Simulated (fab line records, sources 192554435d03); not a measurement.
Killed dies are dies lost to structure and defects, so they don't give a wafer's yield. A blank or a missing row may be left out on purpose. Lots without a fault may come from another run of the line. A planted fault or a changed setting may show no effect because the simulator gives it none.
Which tool did it? | flow n5_finfet | 10 lots, 30 wafers sampled, at 5 steps of a route of 1938

WHAT THE GAUGES READ, wafer by wafer
N5_BEOL_M1_OVL_MEAS_12. Usual: M1_OVL -0.6 nm, standard deviation 0.77.
lot  | measured     | on         | M1_OVL (nm)    | flag
L231 | day 6 16:37  | overlay-02 | 0.2 -0.6 -0.1  |
L232 | day 6 16:41  | overlay-02 | -0.4 -1.1 -1.3 |
L237 | day 8 06:11  | overlay-02 | -0.8 -1.1 -0.5 |
L239 | day 8 16:19  | overlay-01 | -0.8 -1.2 -0.5 |
L241 | day 9 04:41  | overlay-02 | 0.8 0.3 -0.6   |
L242 | day 9 11:36  | overlay-02 | -1.6 -1.2 -0.6 |
L243 | day 9 15:07  | overlay-02 | 0.2 -0.6 0.4   |
L245 | day 9 22:34  | overlay-02 | 0.1 -0.8 -0.6  |
L251 | day 11 16:17 | overlay-02 | -0.4 -0.5 -0.4 |
L252 | day 11 20:52 | overlay-01 | -1.5 -0.4 -0.8 |

N5_BEOL_M1_CD_MEAS_18: pitch 36 nm, target cd 18 nm. Usual: cd_nm 18.0 nm, standard deviation 0.31.
lot  | measured     | on        | cd_nm (nm)     | flag
L231 | day 6 17:25  | cd_sem-01 | 18.0 18.3 17.9 |
L232 | day 6 17:36  | cd_sem-03 | 17.9 17.8 18.2 |
L237 | day 8 06:58  | cd_sem-02 | 18.0 17.4 17.9 |
L239 | day 8 16:49  | cd_sem-02 | 17.8 18.2 18.1 |
L241 | day 9 05:20  | cd_sem-01 | 17.6 17.2 17.8 |
L242 | day 9 12:07  | cd_sem-03 | 17.8 17.8 17.6 |
L243 | day 9 15:38  | cd_sem-03 | 17.7 18.3 17.9 |
L245 | day 9 23:08  | cd_sem-03 | 17.7 18.0 18.1 |
L251 | day 11 16:53 | cd_sem-03 | 18.4 18.3 18.5 |
L252 | day 11 21:23 | cd_sem-03 | 18.5 18.1 17.9 |

N5_BEOL_M4_RC_MEAS_101. Usual: DIBL_N 36.3 mV/V, standard deviation 1.1; DIBL_P 36.3 mV/V, standard deviation 1.4; IOFF_N 0.155 nA/um, standard deviation 0.019; IOFF_P 0.211 nA/um, standard deviation 0.027; ION_N 672 uA/um, standard deviation 8.5; ION_P 462 uA/um, standard deviation 5.8; SS_N 71.5 mV/dec, standard deviation 0.56; SS_P 73.3 mV/dec, standard deviation 0.52; VT_N 249.9 mV, standard deviation 2.5; VT_P -249.8 mV, standard deviation 2.8.
lot  | measured     | on        | DIBL_N (mV/V)  | DIBL_P (mV/V)  | IOFF_N (nA/um)    | IOFF_P (nA/um)    | ION_N (uA/um) | ION_P (uA/um) | SS_N (mV/dec)  | SS_P (mV/dec)  | VT_N (mV)         | VT_P (mV)            | flag
L231 | day 10 12:52 | prober-01 | 35.6 34.9 35.7 | 36.9 35.4 35.9 | 0.152 0.134 0.153 | 0.178 0.170 0.178 | 669 670 671   | 451 456 455   | 71.1 71.3 72.0 | 73.6 73.3 73.3 | 248.7 249.2 251.5 | -253.7 -252.4 -253.4 |
L232 | day 10 03:50 | prober-01 | 35.0 35.6 36.1 | 36.1 37.4 37.8 | 0.126 0.148 0.149 | 0.198 0.235 0.227 | 669 679 668   | 459 473 458   | 70.9 71.3 71.5 | 72.1 73.1 72.3 | 255.9 248.9 251.6 | -249.1 -247.1 -248.8 |
L237 | day 17 15:38 | prober-02 | 35.6 35.7 36.2 | 35.6 36.2 36.6 | 0.134 0.138 0.144 | 0.184 0.190 0.195 | 670 664 668   | 460 463 461   | 71.4 71.3 71.4 | 73.3 72.7 73.2 | 250.1 251.8 250.7 | -253.3 -253.4 -251.7 |
L239 | day 14 10:34 | prober-02 | 36.8 37.9 37.7 | 35.7 37.1 37.4 | 0.137 0.163 0.156 | 0.201 0.222 0.216 | 677 675 672   | 467 468 461   | 70.4 71.6 71.7 | 72.5 73.2 74.0 | 250.5 249.0 248.3 | -250.7 -246.1 -251.8 |
L241 | day 14 23:47 | prober-01 | 34.7 36.8 35.3 | 33.6 35.7 34.6 | 0.137 0.175 0.146 | 0.184 0.211 0.197 | 666 667 665   | 458 453 458   | 70.4 71.2 70.7 | 72.8 73.8 73.1 | 250.3 248.7 248.0 | -251.3 -250.6 -250.7 |
L242 | day 15 10:38 | prober-01 | 36.8 34.9 37.2 | 37.0 35.0 37.4 | 0.144 0.116 0.153 | 0.238 0.204 0.250 | 663 650 665   | 460 455 460   | 72.3 71.6 72.1 | 73.7 72.6 73.7 | 251.8 257.1 251.9 | -247.6 -250.4 -248.8 |
L243 | day 15 19:02 | prober-02 | 36.0 34.5 36.7 | 35.6 33.9 36.1 | 0.151 0.128 0.169 | 0.238 0.210 0.253 | 667 662 682   | 468 464 467   | 71.7 70.8 71.6 | 73.2 72.8 72.9 | 248.3 253.7 245.5 | -246.1 -245.9 -243.8 |
L245 | day 15 15:35 | prober-01 | 35.4 35.7 34.8 | 36.2 37.6 35.6 | 0.143 0.146 0.134 | 0.196 0.219 0.186 | 665 669 658   | 461 463 454   | 71.9 71.4 72.3 | 73.2 73.5 73.0 | 253.8 252.3 252.1 | -252.5 -248.9 -251.9 |
L251 | day 17 17:07 | prober-01 | 35.6 36.3 36.0 | 35.2 34.7 35.2 | 0.158 0.159 0.158 | 0.210 0.200 0.205 | 682 666 675   | 464 459 458   | 72.1 72.0 71.3 | 73.3 73.4 73.0 | 248.2 249.2 249.8 | -248.4 -250.9 -249.2 |
L252 | day 16 04:41 | prober-02 | 37.2 38.7 37.2 | 36.6 36.8 35.6 | 0.171 0.196 0.161 | 0.241 0.250 0.223 | 678 671 674   | 467 461 464   | 72.2 72.8 71.9 | 73.7 73.2 73.3 | 251.6 246.3 247.5 | -246.2 -246.9 -249.5 |

WHICH TOOL RAN EACH LOT (tool, then ch and the chambers of the sampled wafers, then the start)
lot  | N5_BEOL_M0_SPUTTER_116       | N5_BEOL_M1_ETCH_74
L231 | pvd_sputter-02, day 6 13:33  | rie_diel-01 ch 1,2,3, day 6 16:59
L232 | pvd_sputter-01, day 6 13:51  | rie_diel-06 ch 2,3, day 6 17:12
L237 | pvd_sputter-01, day 7 22:46  | rie_diel-06 ch 0,2,3, day 8 06:30
L239 | pvd_sputter-03, day 8 12:05  | rie_diel-06 ch 0,1, day 8 16:25
L241 | pvd_sputter-01, day 9 00:59  | rie_diel-06 ch 1,2,3, day 9 04:51
L242 | pvd_sputter-01, day 9 07:13  | rie_diel-03 ch 0,2,3, day 9 11:43
L243 | pvd_sputter-01, day 9 10:31  | rie_diel-03 ch 1,2,3, day 9 15:14
L245 | pvd_sputter-01, day 9 20:18  | rie_diel-01 ch 1,2, day 9 22:44
L251 | pvd_sputter-01, day 11 13:00 | rie_diel-03 ch 1,2, day 11 16:23
L252 | pvd_sputter-02, day 11 18:22 | rie_diel-06 ch 1,3, day 11 20:59
- N5_BEOL_M0_SPUTTER_116: material Cu, target thk 4 nm, time 7.37 s.
- N5_BEOL_M1_ETCH_74: etches underlayer in N2/H2, target depth 6.5 nm, time 5.2 s.

WHAT THE TOOLS THEMSELVES READ (means of the sampled wafers that have a number; where no wafer has one, the mark that the record gives instead)
N5_BEOL_M0_SPUTTER_116. Usual: throttle_valve_pct 29.6 %, standard deviation 1.1.
lot  | tool           | throttle_valve_pct (%) | flag
L231 | pvd_sputter-02 | 29.3                   |
L232 | pvd_sputter-01 | 28.9                   |
L237 | pvd_sputter-01 | 29.4                   |
L239 | pvd_sputter-03 | 28.8                   |
L241 | pvd_sputter-01 | 30.0                   |
L242 | pvd_sputter-01 | 30.4                   |
L243 | pvd_sputter-01 | 30.5                   |
L245 | pvd_sputter-01 | 30.0                   |
L251 | pvd_sputter-01 | 29.1                   |
L252 | pvd_sputter-02 | 29.2                   |

N5_BEOL_M1_ETCH_74. Usual: bias_w 150.0 W, standard deviation 0.43; drypump_motor_current_A 5.9 A, standard deviation 0.36; etch_rf_on_time_s 5.20 s, standard deviation 0.077; oes_product_au 0.69 a.u., standard deviation 0.071; rf_vpp_V 523.4 V, standard deviation 2.6; showerhead_plenum_p_Torr 2.53 Torr, standard deviation 0.08; throttle_valve_pct 17.83 %, standard deviation 0.16.
lot  | tool        | bias_w (W) | drypump_motor_current_A (A) | etch_rf_on_time_s (s) | oes_product_au (a.u.) | rf_vpp_V (V) | showerhead_plenum_p_Torr (Torr) | throttle_valve_pct (%) | flag
L231 | rie_diel-01 | 150.2      | 5.8                         | 5.27                  | 0.70                  | 524.7        | 2.53                            | 17.98                  |
L232 | rie_diel-06 | 150.0      | 5.6                         | 5.21                  | 0.66                  | 522.4        | 2.52                            | 17.71                  |
L237 | rie_diel-06 | 159.7      | 5.9                         | 5.07                  | 0.65                  | 546.0        | 2.54                            | 17.79                  | OFF
L239 | rie_diel-06 | 159.2      | 6.3                         | 5.01                  | 0.78                  | 544.3        | 2.55                            | 17.86                  | OFF
L241 | rie_diel-06 | 159.9      | 5.9                         | 5.04                  | 0.70                  | 543.8        | 2.49                            | 17.77                  | OFF
L242 | rie_diel-03 | 150.1      | 6.0                         | 5.10                  | 0.71                  | 524.0        | 2.51                            | 17.79                  |
L243 | rie_diel-03 | 150.2      | 5.8                         | 5.23                  | 0.66                  | 522.4        | 2.55                            | 17.71                  |
L245 | rie_diel-01 | 150.1      | 5.6                         | 5.30                  | 0.63                  | 521.3        | 2.46                            | 18.20                  |
L251 | rie_diel-03 | 149.7      | 5.7                         | 5.19                  | 0.66                  | 525.5        | 2.59                            | 17.84                  |
L252 | rie_diel-06 | 149.7      | 6.0                         | 5.19                  | 0.64                  | 519.9        | 2.43                            | 17.84                  |

THE ANSWER, worked out from the rows above alone
Rule: a lot is off if the mean of its wafers that have a number lies more than 3 standard deviations from the usual mean. A lot without any number at a reading at which 4 lots or more have one is off too. The other lots that the step has rows for count as sound. The gauges are gone through in route order, then the tools' own readings, and for those a lot's mean is taken as printed above. The first step at which some lot is off is used, and at that step the reading that is off furthest; a lot without a number counts as furthest.
Off: L237, L239, L241, at N5_BEOL_M1_ETCH_74 (bias_w).
A tool fits if, at that step or a process step before it, it ran every lot that is off, and no sound lot after the first of them. None of those tried fits.

WHAT THE SIMULATOR HAD PUT IN
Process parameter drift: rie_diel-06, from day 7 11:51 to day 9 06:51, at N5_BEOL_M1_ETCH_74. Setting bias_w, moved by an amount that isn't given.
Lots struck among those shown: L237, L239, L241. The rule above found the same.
